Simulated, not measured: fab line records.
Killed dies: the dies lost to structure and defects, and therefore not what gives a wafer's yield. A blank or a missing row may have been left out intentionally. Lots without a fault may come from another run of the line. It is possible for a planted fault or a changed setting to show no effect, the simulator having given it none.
Commonality check across tools -- flow nand harc -- 39 wafers sampled across 13 lots

WHY THIS WAS OPENED
Flagged at NHARC_A_BLC_OVL_MEAS_11: reading overlay x nm, on 3 of 13 lots. Fault-free wafers read -0.1 nm, with a standard deviation of 0.69.
Rule: flag the lot when none of its wafers has a number, or when each of its wafers that has one lies beyond 4 standard deviations from that mean. The other lots count as sound.

lot,measured,on,"overlay x nm (nm), wafer by wafer",flag
L651,day 22 16:38,overlay-02,-0.2 -0.7 -0.7,
L653,day 23 08:10,overlay-02,-0.4 -0.2 -0.7,
L652,day 23 13:15,overlay-01,-0.9 -0.6 -0.5,
L654,day 23 13:58,overlay-02,0.3 1.0 0.4,
L658,day 25 14:38,overlay-01,34.4 34.6 34.3,FLAGGED
L659,day 25 19:53,overlay-01,33.2 32.9 33.8,FLAGGED
L663,day 28 01:46,overlay-01,33.3 32.6 33.2,FLAGGED
L667,day 28 23:45,overlay-01,-0.4 -0.5 -0.4,
L668,day 29 00:57,overlay-01,-1.1 -1.0 -0.8,
L670,day 30 00:56,overlay-02,0.5 0.5 1.1,
L671,day 30 20:29,overlay-02,0.6 0.4 0.2,
L674,day 31 02:22,overlay-01,-0.3 -0.4 -0.6,
L673,day 31 08:30,overlay-02,-0.1 0.0 -0.3,
On average the flagged lots' numbers are 33.6 nm, which is +33.7 nm against the usual, or +49 standard deviations.

LOT BY LOT: THE TOOL USED
3 process steps preceding the reading are held in the record, out of 1302 steps in the route. Read each cell as the tool, then ch plus the chambers that the sampled wafers visited, then the start.
lot,flag,NHARC_A_CONTACT_ETCH_138,NHARC_A_CONTACT_CVD_19,NHARC_A_BLC_EXPOSE_07
L651,,"har cap etch-03 ch 0,1, day 22 12:19","cvd w-02 ch 0,1, day 22 16:25 or earlier","arfi scanner-02 ch 0, day 22 16:25"
L653,,"har cap etch-02 ch 0, day 23 03:52","cvd w-02 ch 0,1, day 23 07:56 or earlier","arfi scanner-03 ch 0, day 23 07:56"
L652,,"har cap etch-01 ch 0, day 23 08:43","cvd w-02 ch 0,1, day 23 13:01 or earlier","arfi scanner-02 ch 0, day 23 13:01"
L654,,"har cap etch-03 ch 0,1, day 23 09:55","cvd w-01 ch 0,1, day 23 13:45 or earlier","arfi scanner-02 ch 0, day 23 13:45"
L658,FLAGGED,"har cap etch-02 ch 0,1, day 25 10:33","cvd w-02 ch 1, day 25 14:24 or earlier","arfi scanner-02 ch 0, day 25 14:24"
L659,FLAGGED,"har cap etch-03 ch 0,1, day 25 15:59","cvd w-02 ch 0,1, day 25 19:40 or earlier","arfi scanner-02 ch 0, day 25 19:40"
L663,FLAGGED,"har cap etch-02 ch 0,1, day 27 21:40","cvd w-01 ch 0,1, day 28 01:33 or earlier","arfi scanner-02 ch 0, day 28 01:33"
L667,,"har cap etch-03 ch 0,1, day 28 19:29","cvd w-01 ch 0,1, day 28 23:32 or earlier","arfi scanner-01 ch 0, day 28 23:32"
L668,,"har cap etch-01 ch 0,1, day 28 20:46","cvd w-02 ch 0,1, day 29 00:43 or earlier","arfi scanner-03 ch 0, day 29 00:43"
L670,,"har cap etch-01 ch 0,1, day 29 20:46","cvd w-01 ch 0,1, day 30 00:42 or earlier","arfi scanner-01 ch 0, day 30 00:42"
L671,,"har cap etch-01 ch 0,1, day 30 16:26","cvd w-01 ch 0,1, day 30 20:16 or earlier","arfi scanner-01 ch 0, day 30 20:16"
L674,,"har cap etch-02 ch 0, day 30 22:21","cvd w-01 ch 0,1, day 31 02:08 or earlier","arfi scanner-03 ch 0, day 31 02:08"
L673,,"har cap etch-01 ch 0,1, day 31 04:32","cvd w-01 ch 0,1, day 31 08:17 or earlier","arfi scanner-03 ch 0, day 31 08:17"
What the steps here do:
- NHARC_A_CONTACT_ETCH_138: etches the open film in C4F8/O2/Ar, time 311 s, target depth 1914 nm.
- NHARC_A_CONTACT_CVD_19: deposits W, target thk 300 nm, time 802 s.
- NHARC_A_BLC_EXPOSE_07: exposes mask A BLC, target cd 100 nm.
- NHARC_A_BLC_OVL_MEAS_11

FLAGGED OVER TOTAL, TOOL BY TOOL (the gauges that took the reading come last)
step,tool,lots run,flagged,share of the flagged lots,sound lots run after its first flagged lot
NHARC_A_CONTACT_ETCH_138,har cap etch-01,5,0,none,-
NHARC_A_CONTACT_ETCH_138,har cap etch-02,4,2,some,1 (L674)
NHARC_A_CONTACT_ETCH_138,har cap etch-03,4,1,some,1 (L667)
NHARC_A_CONTACT_CVD_19,cvd w-01,7,1,some,"5 (L667,L670,L671,L674,L673)"
NHARC_A_CONTACT_CVD_19,cvd w-02,6,2,some,1 (L668)
NHARC_A_BLC_EXPOSE_07,arfi scanner-01,3,0,none,-
NHARC_A_BLC_EXPOSE_07,arfi scanner-02,6,3,all,0
NHARC_A_BLC_EXPOSE_07,arfi scanner-03,4,0,none,-
NHARC_A_BLC_OVL_MEAS_11,overlay-01,7,3,all,"3 (L667,L668,L674)"
NHARC_A_BLC_OVL_MEAS_11,overlay-02,6,0,none,-
Because NHARC_A_CONTACT_CVD_19 lacks a start for some lots, the hours and order of its lots are taken from NHARC_A_BLC_EXPOSE_07.

WHAT THE TABLE PERMITS
Every flagged lot went through 2 rows of the table: arfi scanner-02 at NHARC_A_BLC_EXPOSE_07 and overlay-01 at NHARC_A_BLC_OVL_MEAS_11.
- arfi scanner-02 at NHARC_A_BLC_EXPOSE_07 ran 6 lots, 3 of them flagged. A fault beginning between L654 (day 23 13:45), its last sound lot, and L658 (day 25 14:24), its first flagged one, fits the data.
- overlay-01 at NHARC_A_BLC_OVL_MEAS_11 ran 7 lots, 3 of them flagged. Sound lots ran on it after the first flagged one (L667, L668, L674), which a lasting fault on the whole tool wouldn't allow.
One tool is left: arfi scanner-02 at NHARC_A_BLC_EXPOSE_07.

WHAT THE SIMULATOR PUT IN
Scanner matching overlay: arfi scanner-02, from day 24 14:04 on, at NHARC_A_BLC_EXPOSE_07. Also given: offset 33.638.
Shown lots that were struck: L658, L659, L663. This agrees with what the rule above found.
